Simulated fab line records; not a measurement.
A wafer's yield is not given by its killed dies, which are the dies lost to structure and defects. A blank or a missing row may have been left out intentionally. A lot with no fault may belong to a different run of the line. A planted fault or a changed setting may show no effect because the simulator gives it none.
fab line records / flow nandHarc / part 2 of 2: steps 23 to 34 of 34
record: lots: 5 wafers: 15 lastDay: 33
route steps=1302 shown A_CHANNEL_HOLE_D1@486 A_CHANNEL_FILL_D1@490 A_DECK1_JOINT@518
lots untouched by any fault: they come from a run of this same line in which no faults occurred
startH: hours from the record's first day to the start of the lot's first wafer shown / waitH: hours elapsed since this lot's preceding step / " identical to the entry in the row above / L1.1+2: a row that stands for several wafers / - either no value or no given start / * or withheld: withheld / < > ~ a bound
route shown NAME@n: NAME is a module with steps in the file, n the number in the route of the first one / usual: average and standard deviation across the fault-free wafers / same: alike in all rows / chamber/n: place in a boat / sites: the reading at each site / _std_site: standard deviation of those values / _edge_site: inner sites' mean taken away from outer sites' mean / radiusMm: for every site, how far away it sits from the centre of the wafer / mask NAME#n: copy n / behind: the tool/chamber that last shaped the wafer / hold: the reason the lot was held/the length of the hold in hours/how it ended / device: the transistor (n, p or np) that didn't switch / end of line: tests run on the same wafers once the route is complete / where a step has no rows: the recipe by itself / killed: dies lost to structure and defects at the first sort, not the wafer's yield / map: a wafer's dies, x killed, . not, _ none there
set.NAME: the setting as run; set.NAME@STEP: as run at that earlier step / model.NAME: the simulator's own value behind a step, which no gauge read
lots at some steps of the route; a table a step, a row a wafer
services: the hour from which a tool's chamber was out of use, counted from the record's first day as startH (under 0 if before that day), plus the number of hours and why
== steps ==
step: NHARC_A_CHANNEL_FILL_D1_STRIP_29
recipe: timeS: 20 o2FlowSccm: 500 arFlowSccm: 0 biasW: 0 chemistry: O2
usual: drypumpMotorCurrentA: 5.5/0.42 mfcArSccm: 0.008/0.012 oesProductAu: 1.000/0.0096 rfVppV: 57.7/0.89 showerheadPlenumPTorr: 3.48/0.11 throttleValvePct: 17.036/0.0092
lot.wafer=L074.3 tool=rieDiel-07 chamber=2 startH=- waitH=- drypumpMotorCurrentA=5.4 mfcArSccm=0.001 oesProductAu=1.025 rfHoursCounterH=6 rfVppV=56.5 showerheadPlenumPTorr=3.58 throttleValvePct=17.034
lot.wafer=L074.4 tool=rieDiel-07 chamber=1 startH=- waitH=- drypumpMotorCurrentA=4.6 mfcArSccm=0.035 oesProductAu=0.999 rfHoursCounterH=7 rfVppV=56.9 showerheadPlenumPTorr=3.31 throttleValvePct=17.025
lot.wafer=L074.6 tool=rieDiel-07 chamber=3 startH=- waitH=- drypumpMotorCurrentA=5.9 mfcArSccm=0 oesProductAu=1.005 rfHoursCounterH=- rfVppV=58.5 showerheadPlenumPTorr=3.35 throttleValvePct=17.024
lot.wafer=L076.2 tool=rieDiel-11 chamber=3 startH=- waitH=- drypumpMotorCurrentA=5.0 mfcArSccm=0 oesProductAu=0.995 rfHoursCounterH=8 rfVppV=57.8 showerheadPlenumPTorr=3.57 throttleValvePct=17.038
lot.wafer=L076.1 tool=rieDiel-11 chamber=0 startH=- waitH=- drypumpMotorCurrentA=5.0 mfcArSccm=0.026 oesProductAu=0.984 rfHoursCounterH=7 rfVppV=56.7 showerheadPlenumPTorr=3.44 throttleValvePct=17.042
lot.wafer=L076.5 tool=rieDiel-11 chamber=1 startH=- waitH=- drypumpMotorCurrentA=5.4 mfcArSccm=0 oesProductAu=1.001 rfHoursCounterH=- rfVppV=56.0 showerheadPlenumPTorr=3.56 throttleValvePct=17.027
lot.wafer=L085.3 tool=rieDiel-11 chamber=3 startH=- waitH=- drypumpMotorCurrentA=4.9 mfcArSccm=0 oesProductAu=1.004 rfHoursCounterH=3 rfVppV=58.4 showerheadPlenumPTorr=3.57 throttleValvePct=17.034
lot.wafer=L085.5 tool=rieDiel-11 chamber=0 startH=- waitH=- drypumpMotorCurrentA=5.0 mfcArSccm=0.026 oesProductAu=1.006 rfHoursCounterH=- rfVppV=59.4 showerheadPlenumPTorr=3.44 throttleValvePct=17.048
lot.wafer=L085.6 tool=rieDiel-11 chamber=1 startH=- waitH=- drypumpMotorCurrentA=5.4 mfcArSccm=0 oesProductAu=0.991 rfHoursCounterH=- rfVppV=59.8 showerheadPlenumPTorr=3.56 throttleValvePct=17.047
lot.wafer=L094.1 tool=rieDiel-10 chamber=3 startH=- waitH=- drypumpMotorCurrentA=5.4 mfcArSccm=0 oesProductAu=1.000 rfHoursCounterH=0 rfVppV=58.1 showerheadPlenumPTorr=3.63 throttleValvePct=17.040
lot.wafer=L094.2 tool=rieDiel-10 chamber=2 startH=- waitH=- drypumpMotorCurrentA=6.1 mfcArSccm=0 oesProductAu=1.011 rfHoursCounterH=0 rfVppV=59.6 showerheadPlenumPTorr=3.61 throttleValvePct=17.044
lot.wafer=L094.6 tool=rieDiel-10 chamber=0 startH=- waitH=- drypumpMotorCurrentA=6.0 mfcArSccm=0 oesProductAu=1.014 rfHoursCounterH=- rfVppV=57.7 showerheadPlenumPTorr=3.32 throttleValvePct=17.020
lot.wafer=L096.3 tool=rieDiel-07 chamber=0 startH=- waitH=- drypumpMotorCurrentA=5.8 mfcArSccm=0 oesProductAu=1.004 rfHoursCounterH=10 rfVppV=58.2 showerheadPlenumPTorr=3.53 throttleValvePct=17.022
lot.wafer=L096.1 tool=rieDiel-07 chamber=1 startH=- waitH=- drypumpMotorCurrentA=4.7 mfcArSccm=0.035 oesProductAu=0.997 rfHoursCounterH=10 rfVppV=57.5 showerheadPlenumPTorr=3.30 throttleValvePct=17.011
lot.wafer=L096.5 tool=rieDiel-07 chamber=0 startH=- waitH=- drypumpMotorCurrentA=5.8 mfcArSccm=0 oesProductAu=1.002 rfHoursCounterH=- rfVppV=56.9 showerheadPlenumPTorr=3.53 throttleValvePct=17.051
step: NHARC_A_CHANNEL_FILL_D1_PRECLEAN_30
recipe: timeS: 30 chemistry: dHF
lot.wafer=L074.4+6+3 tool=wetBench-09 chamber=5,7,1 startH=229.29 waitH=-
lot.wafer=L076.2+1+5 tool=wetBench-09 chamber=1,5,6 startH=249.69 waitH=-
lot.wafer=L085.3+5+6 tool=wetBench-03 chamber=2,3,5 startH=352.11 waitH=-
lot.wafer=L094.6+2+1 tool=wetBench-09 chamber=5,7,1 startH=430.66 waitH=-
lot.wafer=L096.3+5+1 tool=wetBench-05 chamber=7,0,4 startH=455.04 waitH=-
step: NHARC_A_CHANNEL_FILL_D1_SRD_31
lot.wafer=L074.4+6+3 tool=wetBench-09 chamber=5,7,1 startH=229.31 waitH=0.0
lot.wafer=L076.2+1+5 tool=wetBench-09 chamber=1,5,6 startH=249.71 waitH=0.0
lot.wafer=L085.3+5+6 tool=wetBench-03 chamber=2,3,5 startH=352.12 waitH=0.0
lot.wafer=L094.6+2+1 tool=wetBench-09 chamber=5,7,1 startH=430.70 waitH=0.0
lot.wafer=L096.3+5+1 tool=wetBench-05 chamber=7,0,4 startH=455.07 waitH=0.0
step: NHARC_A_CHANNEL_FILL_D1_CVD_09
recipe: targetThkA: 1500 tempC: 620 pressureMtorr: 200 timeS: 3000 material: poly-Si
usual: spikeTcLowerC: 620.0/1.4 spikeTcTopC: 638.4/1.3
lot.wafer=L074.3 tool=lpcvdPoly-01 chamber=0 startH=231.58 waitH=2.3 spikeTcLowerC=620.1 spikeTcTopC=639.2
lot.wafer=L074.4 tool=lpcvdPoly-01 chamber=0 startH=231.58 waitH=2.3 spikeTcLowerC=621.7 spikeTcTopC=638.8
lot.wafer=L074.6 tool=lpcvdPoly-01 chamber=0 startH=231.58 waitH=2.3 spikeTcLowerC=620.7 spikeTcTopC=637.6
lot.wafer=L076.1 tool=lpcvdPoly-04 chamber=0 startH=252.16 waitH=2.4 spikeTcLowerC=618.3 spikeTcTopC=640.1
lot.wafer=L076.2 tool=lpcvdPoly-04 chamber=0 startH=252.16 waitH=2.4 spikeTcLowerC=619.2 spikeTcTopC=640.1
lot.wafer=L076.5 tool=lpcvdPoly-04 chamber=0 startH=252.16 waitH=2.4 spikeTcLowerC=616.1 spikeTcTopC=636.6
lot.wafer=L085.3 tool=lpcvdPoly-01 chamber=0 startH=354.40 waitH=2.3 spikeTcLowerC=620.7 spikeTcTopC=637.1
lot.wafer=L085.5 tool=lpcvdPoly-01 chamber=0 startH=354.40 waitH=2.3 spikeTcLowerC=620.7 spikeTcTopC=639.1
lot.wafer=L085.6 tool=lpcvdPoly-01 chamber=0 startH=354.40 waitH=2.3 spikeTcLowerC=619.8 spikeTcTopC=636.6
lot.wafer=L094.1 tool=lpcvdPoly-01 chamber=0 startH=432.98 waitH=2.3 spikeTcLowerC=620.4 spikeTcTopC=639.1
lot.wafer=L094.2 tool=lpcvdPoly-01 chamber=0 startH=432.98 waitH=2.3 spikeTcLowerC=620.3 spikeTcTopC=637.2
lot.wafer=L094.6 tool=lpcvdPoly-01 chamber=0 startH=432.98 waitH=2.3 spikeTcLowerC=621.0 spikeTcTopC=638.4
lot.wafer=L096.1 tool=lpcvdPoly-01 chamber=0 startH=457.34 waitH=2.3 spikeTcLowerC=620.4 spikeTcTopC=639.8
lot.wafer=L096.3 tool=lpcvdPoly-01 chamber=0 startH=457.34 waitH=2.3 spikeTcLowerC=620.4 spikeTcTopC=638.7
lot.wafer=L096.5 tool=lpcvdPoly-01 chamber=0 startH=457.34 waitH=2.3 spikeTcLowerC=619.7 spikeTcTopC=638.1
step: NHARC_A_CHANNEL_FILL_D1_CMP_10
recipe: targetThkNm: 150
usual: motorCurrentA: 10.9/0.92 retainingRingPressureFrac: 1.000/0.0048 timeToEndpointS: 14.2/2.2
lot.wafer=L074.3 tool=cmp-03 chamber=2 startH=234.84 waitH=0.4 motorCurrentA=10.9 retainingRingPressureFrac=1.003 timeToEndpointS=13.1
lot.wafer=L074.4 tool=cmp-03 chamber=3 startH=234.84 waitH=0.4 motorCurrentA=10.6 retainingRingPressureFrac=0.998 timeToEndpointS=12.0
lot.wafer=L074.6 tool=cmp-03 chamber=1 startH=234.84 waitH=0.4 motorCurrentA=11.1 retainingRingPressureFrac=0.994 timeToEndpointS=13.9
lot.wafer=L076.2 tool=cmp-01 chamber=0 startH=255.37 waitH=0.4 motorCurrentA=11.1 retainingRingPressureFrac=1.002 timeToEndpointS=13.0
lot.wafer=L076.1 tool=cmp-01 chamber=2 startH=255.37 waitH=0.4 motorCurrentA=10.9 retainingRingPressureFrac=0.997 timeToEndpointS=15.2
lot.wafer=L076.5 tool=cmp-01 chamber=0 startH=255.37 waitH=0.4 motorCurrentA=11.6 retainingRingPressureFrac=1.007 timeToEndpointS=12.8
lot.wafer=L085.3 tool=cmp-03 chamber=1 startH=357.59 waitH=0.4 motorCurrentA=12.2 retainingRingPressureFrac=0.998 timeToEndpointS=13.4
lot.wafer=L085.5 tool=cmp-03 chamber=1 startH=357.59 waitH=0.4 motorCurrentA=11.8 retainingRingPressureFrac=0.996 timeToEndpointS=14.1
lot.wafer=L085.6 tool=cmp-03 chamber=2 startH=357.59 waitH=0.4 motorCurrentA=11.2 retainingRingPressureFrac=1.002 timeToEndpointS=12.5
lot.wafer=L094.2 tool=cmp-03 chamber=1 startH=436.16 waitH=0.4 motorCurrentA=11.5 retainingRingPressureFrac=0.999 timeToEndpointS=12.1
lot.wafer=L094.1 tool=cmp-03 chamber=2 startH=436.16 waitH=0.4 motorCurrentA=11.2 retainingRingPressureFrac=0.998 timeToEndpointS=13.7
lot.wafer=L094.6 tool=cmp-03 chamber=2 startH=436.16 waitH=0.4 motorCurrentA=10.8 retainingRingPressureFrac=1.005 timeToEndpointS=14.2
lot.wafer=L096.1 tool=cmp-01 chamber=2 startH=460.55 waitH=0.4 motorCurrentA=10.6 retainingRingPressureFrac=1.001 timeToEndpointS=12.1
lot.wafer=L096.3 tool=cmp-01 chamber=3 startH=460.55 waitH=0.4 motorCurrentA=12.4 retainingRingPressureFrac=1.001 timeToEndpointS=11.1
lot.wafer=L096.5 tool=cmp-01 chamber=2 startH=460.55 waitH=0.4 motorCurrentA=10.8 retainingRingPressureFrac=1.003 timeToEndpointS=14.6
step: NHARC_A_CHANNEL_FILL_D1_SRD_12
lot.wafer=L074.3+4+6 tool=wetBench-09 chamber=5,6,7 startH=235.10 waitH=0.0
lot.wafer=L076.5+2+1 tool=wetBench-03 chamber=1,2,4 startH=255.65 waitH=0.0
lot.wafer=L085.3+5+6 tool=wetBench-03 chamber=1,3,4 startH=357.89 waitH=0.0
lot.wafer=L094.6+1+2 tool=wetBench-09 chamber=6,0,3 startH=436.46 waitH=0.0
lot.wafer=L096.5+1+3 tool=wetBench-05 chamber=4,5,7 startH=460.82 waitH=0.0
step: NHARC_A_CHANNEL_FILL_D1_INSPECT_13
usual: rawDefectCount: 324/140
lot.wafer=L074.3 tool=defectInspect-01 chamber=- startH=235.21 waitH=0.0 rawDefectCount=417
lot.wafer=L074.4 tool=defectInspect-01 chamber=- startH=235.21 waitH=0.0 rawDefectCount=501
lot.wafer=L074.6 tool=defectInspect-01 chamber=- startH=235.21 waitH=0.0 rawDefectCount=442
lot.wafer=L076.1 tool=defectInspect-02 chamber=- startH=255.76 waitH=0.0 rawDefectCount=1146
lot.wafer=L076.2 tool=defectInspect-02 chamber=- startH=255.76 waitH=0.0 rawDefectCount=551
lot.wafer=L076.5 tool=defectInspect-02 chamber=- startH=255.76 waitH=0.0 rawDefectCount=604
lot.wafer=L085.3 tool=defectInspect-01 chamber=- startH=358.01 waitH=0.0 rawDefectCount=159
lot.wafer=L085.5 tool=defectInspect-01 chamber=- startH=358.01 waitH=0.0 rawDefectCount=355
lot.wafer=L085.6 tool=defectInspect-01 chamber=- startH=358.01 waitH=0.0 rawDefectCount=168
lot.wafer=L094.1 tool=defectInspect-01 chamber=- startH=436.60 waitH=0.0 rawDefectCount=377
lot.wafer=L094.2 tool=defectInspect-01 chamber=- startH=436.60 waitH=0.0 rawDefectCount=486
lot.wafer=L094.6 tool=defectInspect-01 chamber=- startH=436.60 waitH=0.0 rawDefectCount=466
lot.wafer=L096.1 tool=defectInspect-01 chamber=- startH=460.93 waitH=0.0 rawDefectCount=219
lot.wafer=L096.3 tool=defectInspect-01 chamber=- startH=460.93 waitH=0.0 rawDefectCount=218
lot.wafer=L096.5 tool=defectInspect-01 chamber=- startH=460.93 waitH=0.0 rawDefectCount=283
step: NHARC_A_DECK1_JOINT_ETCHBACK_07
recipe: targetDepthA: 1050 timeS: 26.9 hbrFlowSccm: 150 rfW: 350 icpW: 350 biasW: 60 chemistry: HBr
usual: drypumpMotorCurrentA: 5.8/0.54 hbrFlowSccm: 150.0/0.43 oesProductAu: 0.999/0.008 throttleValvePct: 23.267/0.0093
lot.wafer=L074.3 tool=rieSi-05 chamber=3 startH=235.29 waitH=0.1 drypumpMotorCurrentA=6.5 hbrFlowSccm=149.6 oesProductAu=0.992 rfHoursCounterH=0.5 throttleValvePct=23.241
lot.wafer=L074.4 tool=rieSi-05 chamber=0 startH=235.29 waitH=0.1 drypumpMotorCurrentA=5.9 hbrFlowSccm=149.2 oesProductAu=0.990 rfHoursCounterH=0.7 throttleValvePct=23.256
lot.wafer=L074.6 tool=rieSi-05 chamber=2 startH=235.29 waitH=0.1 drypumpMotorCurrentA=4.9 hbrFlowSccm=150.3 oesProductAu=1.000 rfHoursCounterH=- throttleValvePct=23.256
lot.wafer=L076.2 tool=rieSi-02 chamber=2 startH=255.83 waitH=0.1 drypumpMotorCurrentA=5.3 hbrFlowSccm=150.0 oesProductAu=0.995 rfHoursCounterH=1.0 throttleValvePct=23.267
lot.wafer=L076.1 tool=rieSi-02 chamber=3 startH=255.83 waitH=0.1 drypumpMotorCurrentA=6.6 hbrFlowSccm=149.8 oesProductAu=0.998 rfHoursCounterH=1.0 throttleValvePct=23.262
lot.wafer=L076.5 tool=rieSi-02 chamber=2 startH=255.83 waitH=0.1 drypumpMotorCurrentA=5.2 hbrFlowSccm=150.1 oesProductAu=0.989 rfHoursCounterH=- throttleValvePct=23.256
lot.wafer=L085.3 tool=rieSi-05 chamber=2 startH=358.08 waitH=0.1 drypumpMotorCurrentA=4.9 hbrFlowSccm=150.0 oesProductAu=1.013 rfHoursCounterH=0.2 throttleValvePct=23.272
lot.wafer=L085.6 tool=rieSi-05 chamber=1 startH=358.08 waitH=0.1 drypumpMotorCurrentA=5.6 hbrFlowSccm=149.6 oesProductAu=0.994 rfHoursCounterH=- throttleValvePct=23.265
lot.wafer=L085.5 tool=rieSi-05 chamber=2 startH=358.08 waitH=0.1 drypumpMotorCurrentA=4.9 hbrFlowSccm=149.8 oesProductAu=0.997 rfHoursCounterH=- throttleValvePct=23.262
lot.wafer=L094.2 tool=rieSi-05 chamber=1 startH=436.67 waitH=0.1 drypumpMotorCurrentA=5.6 hbrFlowSccm=150.3 oesProductAu=1.005 rfHoursCounterH=0.8 throttleValvePct=23.260
lot.wafer=L094.1 tool=rieSi-05 chamber=3 startH=436.67 waitH=0.1 drypumpMotorCurrentA=6.5 hbrFlowSccm=150.5 oesProductAu=0.986 rfHoursCounterH=0.8 throttleValvePct=23.256
lot.wafer=L094.6 tool=rieSi-05 chamber=1 startH=436.67 waitH=0.1 drypumpMotorCurrentA=5.6 hbrFlowSccm=150.4 oesProductAu=1.002 rfHoursCounterH=- throttleValvePct=23.279
lot.wafer=L096.3 tool=rieSi-05 chamber=2 startH=461.00 waitH=0.1 drypumpMotorCurrentA=4.8 hbrFlowSccm=150.2 oesProductAu=0.994 rfHoursCounterH=0.9 throttleValvePct=23.274
lot.wafer=L096.1 tool=rieSi-05 chamber=3 startH=461.00 waitH=0.1 drypumpMotorCurrentA=6.5 hbrFlowSccm=149.8 oesProductAu=0.998 rfHoursCounterH=1.0 throttleValvePct=23.258
lot.wafer=L096.5 tool=rieSi-05 chamber=2 startH=461.00 waitH=0.1 drypumpMotorCurrentA=4.9 hbrFlowSccm=150.1 oesProductAu=0.999 rfHoursCounterH=- throttleValvePct=23.265
step: NHARC_A_DECK1_JOINT_ETCH_25
recipe: targetDepthA: 5 chemistry: dHF material: SiO2
lot.wafer=L074.3+6+4 tool=wetBench-07 chamber=5,6,0 startH=235.42 waitH=0.1
lot.wafer=L076.1+2+5 tool=wetBench-02 chamber=4,7,0 startH=255.96 waitH=0.1
lot.wafer=L085.5+3+6 tool=wetBench-02 chamber=5,6,0 startH=358.22 waitH=0.1
lot.wafer=L094.2+6+1 tool=wetBench-01 chamber=4,6,1 startH=436.80 waitH=0.1
lot.wafer=L096.3+5+1 tool=wetBench-07 chamber=0,2,4 startH=461.14 waitH=0.1
step: NHARC_A_DECK1_JOINT_ETCH_19
recipe: tempC: 25 targetDepthA: 30 chemistry: TMAH material: poly-Si
usual: tempC: 25.00/0.1
lot.wafer=L074.3 tool=wetBench-07 chamber=5 startH=235.46 waitH=0.0 tempC=25.00
lot.wafer=L074.6 tool=wetBench-07 chamber=6 startH=235.46 waitH=0.0 tempC=25.00
lot.wafer=L074.4 tool=wetBench-07 chamber=0 startH=235.46 waitH=0.0 tempC=24.95
lot.wafer=L076.1 tool=wetBench-02 chamber=4 startH=256.00 waitH=0.0 tempC=24.90
lot.wafer=L076.2 tool=wetBench-02 chamber=7 startH=256.00 waitH=0.0 tempC=25.12
lot.wafer=L076.5 tool=wetBench-02 chamber=0 startH=256.00 waitH=0.0 tempC=24.81
lot.wafer=L085.5 tool=wetBench-02 chamber=5 startH=358.25 waitH=0.0 tempC=25.12
lot.wafer=L085.3 tool=wetBench-02 chamber=6 startH=358.25 waitH=0.0 tempC=24.90
lot.wafer=L085.6 tool=wetBench-02 chamber=0 startH=358.25 waitH=0.0 tempC=25.16
lot.wafer=L094.2 tool=wetBench-01 chamber=4 startH=436.84 waitH=0.0 tempC=24.96
lot.wafer=L094.6 tool=wetBench-01 chamber=6 startH=436.84 waitH=0.0 tempC=24.91
lot.wafer=L094.1 tool=wetBench-01 chamber=1 startH=436.84 waitH=0.0 tempC=24.96
lot.wafer=L096.3 tool=wetBench-07 chamber=0 startH=461.17 waitH=0.0 tempC=25.14
lot.wafer=L096.5 tool=wetBench-07 chamber=2 startH=461.17 waitH=0.0 tempC=25.03
lot.wafer=L096.1 tool=wetBench-07 chamber=4 startH=461.17 waitH=0.0 tempC=25.25
step: NHARC_A_DECK1_JOINT_ETCH_18
recipe: targetDepthA: 30 chemistry: dHF material: SiO2
lot.wafer=L074.3+6+4 tool=wetBench-07 chamber=5,6,0 startH=- waitH=-
lot.wafer=L076.1+2+5 tool=wetBench-02 chamber=4,7,0 startH=- waitH=-
lot.wafer=L085.5+3+6 tool=wetBench-02 chamber=5,6,0 startH=- waitH=-
lot.wafer=L094.2+6+1 tool=wetBench-01 chamber=4,6,1 startH=- waitH=-
lot.wafer=L096.3+5+1 tool=wetBench-07 chamber=0,2,4 startH=- waitH=-
step: NHARC_A_DECK1_JOINT_WET_08
recipe: tempC: 160 timeS: 86 chemistry: H3PO4
usual: tempC: 160.04/0.14
lot.wafer=L074.3 tool=wetH3po4-02 chamber=0 startH=237.26 waitH=- tempC=160.25
lot.wafer=L074.4 tool=wetH3po4-02 chamber=0 startH=237.26 waitH=- tempC=159.98
lot.wafer=L074.6 tool=wetH3po4-02 chamber=0 startH=237.26 waitH=- tempC=159.96
lot.wafer=L076.1 tool=wetH3po4-02 chamber=0 startH=257.81 waitH=- tempC=159.98
lot.wafer=L076.2 tool=wetH3po4-02 chamber=0 startH=257.81 waitH=- tempC=160.25
lot.wafer=L076.5 tool=wetH3po4-02 chamber=0 startH=257.81 waitH=- tempC=160.03
lot.wafer=L085.3 tool=wetH3po4-01 chamber=1 startH=360.05 waitH=- tempC=159.91
lot.wafer=L085.5 tool=wetH3po4-01 chamber=1 startH=360.05 waitH=- tempC=159.96
lot.wafer=L085.6 tool=wetH3po4-01 chamber=1 startH=360.05 waitH=- tempC=160.16
lot.wafer=L094.1 tool=wetH3po4-01 chamber=1 startH=438.64 waitH=- tempC=159.83
lot.wafer=L094.2 tool=wetH3po4-01 chamber=1 startH=438.64 waitH=- tempC=159.80
lot.wafer=L094.6 tool=wetH3po4-01 chamber=1 startH=438.64 waitH=- tempC=159.95
lot.wafer=L096.1 tool=wetH3po4-01 chamber=1 startH=462.98 waitH=- tempC=160.06
lot.wafer=L096.3 tool=wetH3po4-01 chamber=1 startH=462.98 waitH=- tempC=160.17
lot.wafer=L096.5 tool=wetH3po4-01 chamber=1 startH=462.98 waitH=- tempC=159.94
== services ==
tool=rieDiel-07 chamber=0 startH=166.78 hours=35.2 kind=repair
tool=aldHk-02 chamber=- startH=170.00 hours=10.0 kind=pm
tool=wetBench-09 chamber=- startH=176.80 hours=8.0 kind=pm
tool=wetBench-05 chamber=- startH=182.11 hours=0.5 kind=repair
tool=rieDiel-11 chamber=1 startH=185.00 hours=8.2 kind=repair
tool=rieDiel-11 chamber=2 startH=185.96 hours=24.1 kind=repair
tool=rieDiel-11 chamber=1 startH=194.42 hours=8.4 kind=repair
tool=rieDiel-07 chamber=2 startH=196.63 hours=1.9 kind=repair
tool=wetBench-03 chamber=- startH=210.40 hours=8.0 kind=pm
tool=rieDiel-10 chamber=- startH=242.50 hours=9.0 kind=pm
tool=wetBench-02 chamber=- startH=244.00 hours=8.0 kind=pm
tool=rieDiel-11 chamber=- startH=255.60 hours=9.0 kind=pm
tool=wetBench-05 chamber=- startH=260.80 hours=8.0 kind=pm
tool=aldHk-01 chamber=- startH=297.78 hours=10.0 kind=pm
tool=wetBench-09 chamber=- startH=309.41 hours=1.1 kind=repair
tool=wetBench-09 chamber=- startH=352.80 hours=8.0 kind=pm
tool=rieDiel-11 chamber=2 startH=388.89 hours=8.8 kind=repair
tool=rieDiel-11 chamber=3 startH=397.31 hours=6.1 kind=repair
tool=rieDiel-11 chamber=2 startH=407.62 hours=15.8 kind=repair
tool=wetBench-02 chamber=- startH=420.00 hours=8.0 kind=pm
tool=wetBench-09 chamber=- startH=421.94 hours=1.2 kind=repair
tool=rieDiel-11 chamber=- startH=432.73 hours=9.0 kind=pm
tool=wetBench-05 chamber=- startH=436.80 hours=8.0 kind=pm
tool=wetBench-05 chamber=- startH=445.32 hours=4.0 kind=repair
